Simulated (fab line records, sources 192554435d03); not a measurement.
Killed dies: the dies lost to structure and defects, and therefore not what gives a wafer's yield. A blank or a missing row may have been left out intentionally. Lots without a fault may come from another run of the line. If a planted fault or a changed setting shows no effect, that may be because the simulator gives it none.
Comparing a struck lot with a sound one -- flow n5_finfet -- 37 out of 1938 route steps
Sound: wafers L546.1, L546.2, L546.4. Wafers struck: L555.1, L555.5, L555.6. Last of all comes the cause.
Order at every step that has rows: each side's tool, ch and its chambers, its first start. Under that, the readings that differ: sound wafers -- struck wafers -- difference of the means -- sigmas: that difference in standard deviations of wafers without a fault.
alike: a reading whose means differ by less than 2 such deviations, as well as words and numbers matching on both sides. not compared: withheld readings; readings where some wafer has no value; bounds like >300 that might hide an equal value; numbers whose values overlap and for which the record gives no deviation.
Wherever a step has rows on one side only, a row that says differs or no value, or a row with sigmas, the two part there. When numbers do not overlap yet have no deviation, they are printed without sigmas and do not part them. A reading that every wafer of one side lacks parts them only if that side has two wafers or more.

first, 10 steps without rows for these wafers: N5_FIN_SAQP_PRECLEAN_42 (cleans in O3/DIW, time 60 s); N5_FIN_SAQP_PRECLEAN_00 (cleans in SC1, time 60 s); N5_FIN_SAQP_PRECLEAN_44 (cleans in SC2, time 45 s); N5_FIN_SAQP_SRD_01 (time 30 s); N5_FIN_SAQP_ALD_61 (deposits SiO2, target thk 4 nm, pulse time 1 s, purge time 2 s); N5_FIN_SAQP_DENSIFY_62 (time 60 s); N5_FIN_SAQP_HM_DEP_03 (deposits SiNx from SiH4/NH3/N2, target thk 38 nm, time 33.6 s); N5_FIN_SAQP_PECVD_47 (deposits a-Si from SiH4/He, target thk 45 nm, time 36.3 s); N5_FIN_SAQP_PECVD_48 (deposits SiNx from SiH4/NH3/N2, target thk 25 nm, time 22.1 s); N5_FIN_SAQP_PECVD_06 (deposits a-Si from SiH4/He, target thk 60 nm, time 48.1 s).
N5_FIN_SAQP_HM_DEP_72: deposits SiO2 from SiH4/N2O, target thk 12 nm, time 7.2 s.
  sound on pecvd-02 ch 0,1,2, day 2 09:51; struck on pecvd-02 ch 0,1, day 4 15:49
  no value came back on the struck wafers for chamber_pressure_Torr (Torr), heater_power_outer_w (W), heater_power_w (W), showerhead_plenum_p_Torr (Torr); on the sound wafers chamber_pressure_Torr (Torr) reads 0.7523 0.7513 0.7495
then, 12 steps without rows for these wafers: N5_FIN_SAQP_COAT_49 (time 60 s, resist thk 100 nm); N5_FIN_SAQP_COAT_50 (time 60 s, resist thk 35 nm); N5_FIN_SAQP_COAT_10 (resist thk 90 nm); N5_FIN_SAQP_EBR_12; N5_FIN_SAQP_SOFTBAKE_11 (time 60 s); N5_FIN_SAQP_EXPOSE_13 (exposes mask FIN CORE, target cd 35.6 nm); N5_FIN_SAQP_PEB_14 (peb time 60 s); N5_FIN_SAQP_DEVELOP_15 (develop time 30 s); N5_FIN_SAQP_DESCUM_21 (chemistry O2, time 7.9 s); N5_FIN_SAQP_ETCH_51 (etches SiARC in CF4, target depth 45.5 nm, time 75.8 s); N5_FIN_SAQP_ETCH_52 (etches SOC in N2/H2, target depth 100 nm, overetch 20 nm, time 150 s); N5_FIN_SAQP_STRIP_53 (strips in N2/H2).
N5_FIN_SAQP_HM_OPEN_73: chemistry CHF3/O2, target SiO2, stops on a-Si, target depth 12 nm, time 16.8 s.
  sound on rie_diel-02 ch 0,1,2, day 2 10:35; struck on rie_diel-04 ch 0,3, day 4 16:33
reading,sound,struck,difference,sigmas
bias_w (W),170.2 169.1 170.1,171.0 171.0 171.8,+1.5,+3
oes_product_au (a.u.),0.45 0.48 0.42,0.33 0.34 0.33,-0.12,-3
model.etch.depth_nm (nm),11.8 11.7 12.02,0 0 0,-12,
  alike: drypump_motor_current_A, rf_vpp_V, showerhead_plenum_p_Torr, throttle_valve_pct
  not compared: rf_hours_counter_h
then, 9 steps without rows for these wafers: N5_FIN_SAQP_STRIP_74 (strips in CHF3/O2); N5_FIN_SAQP_MANDREL_ETCH_22 (etches a-Si in HBr/Cl2, stops on SiNx, target depth 60 nm, bt time 10 s, time 30 s); N5_FIN_SAQP_STRIP_55 (strips in N2/H2); N5_FIN_SAQP_STRIP_23 (strips in SPM, time 750 s); N5_FIN_SAQP_SRD_66 (time 30 s); N5_FIN_SAQP_RECESS_75 (chemistry HF/NH3, target SiO2, target depth 14.4 nm, afs cycles 3, sublimation time 60 s); N5_FIN_SAQP_SPACER1_ALD_24 (deposits SiO2, target thk 20.3 nm, pulse time 1 s, purge time 2 s); N5_FIN_SAQP_SPACER1_ETCHBACK_25 (etches SiO2 in CHF3/O2, target depth 24.4 nm, time 12.2 s); N5_FIN_SAQP_MANDREL1_REMOVE_56 (chemistry HBr/Cl2/O2, target a-Si, stops on SiNx, bt time 10 s).
N5_FIN_SAQP_CD_MEAS_27: target cd 20 nm.
  sound on cd_sem-01 ch 0, day 2 12:25; struck on cd_sem-03 ch 0, day 4 18:22
reading,sound,struck,difference,sigmas
cd_nm (nm),20.41 20.05 20.49,- - -,no value on the struck wafers,
then, 1 step without rows for these wafers: N5_FIN_SAQP_ETCH_57 (etches SiNx in CH3F/O2, target depth 32.5 nm, time 46.4 s).
N5_BEOL_M4_RC_MEAS_101:
  the record has rows for the sound wafers here (prober-02 ch 0, day 8 20:29) and none for the struck ones
-- the record jumps here: 12 days lie between the struck wafers' starts before and after (it left off in module BEOL_M4 and takes up again in module PASSIVATION, whose first step shown is number 1936 of the route) --
N5_PASSIVATION_PROBE_49:
  sound on prober-02, day 13 09:58; struck on prober-02, day 16 16:50
reading,sound,struck,difference,sigmas
defect_limited_yield (%),90.8 88.2 93.9,0 0 0,-91,-61
killed_at_M0_to_M3,44 33 20,8 4 2,-28,-3
killed_at_front_end,40 72 38,1168 1175 1173,+1122,+99 or more
killed_dies,109 139 72,1180 1180 1180,+1073,+60
killed_on_rim,19 15 12,152 152 152,+137,+35
killed_open,82 84 40,10 7 7,-61,-4
killed_short,25 53 31,10 2 7,-30,-4
sort_bin_5_function (%),5.2 6.5 3.0,74.2 74.2 75.4,+69.7,+70
sort_n_pass,1071 1041 1108,0 0 0,-1073,-60
sort_yield_pct (%),90.8 88.2 93.9,0 0 0,-91,-61
  alike: killed_at_M4_up, killed_at_contacts, killed_at_other, sort_bin_6_memory

WHERE THEY PART
First at N5_FIN_SAQP_HM_DEP_72; last, within this record, at N5_PASSIVATION_PROBE_49.

WHY: the cause the simulator had injected
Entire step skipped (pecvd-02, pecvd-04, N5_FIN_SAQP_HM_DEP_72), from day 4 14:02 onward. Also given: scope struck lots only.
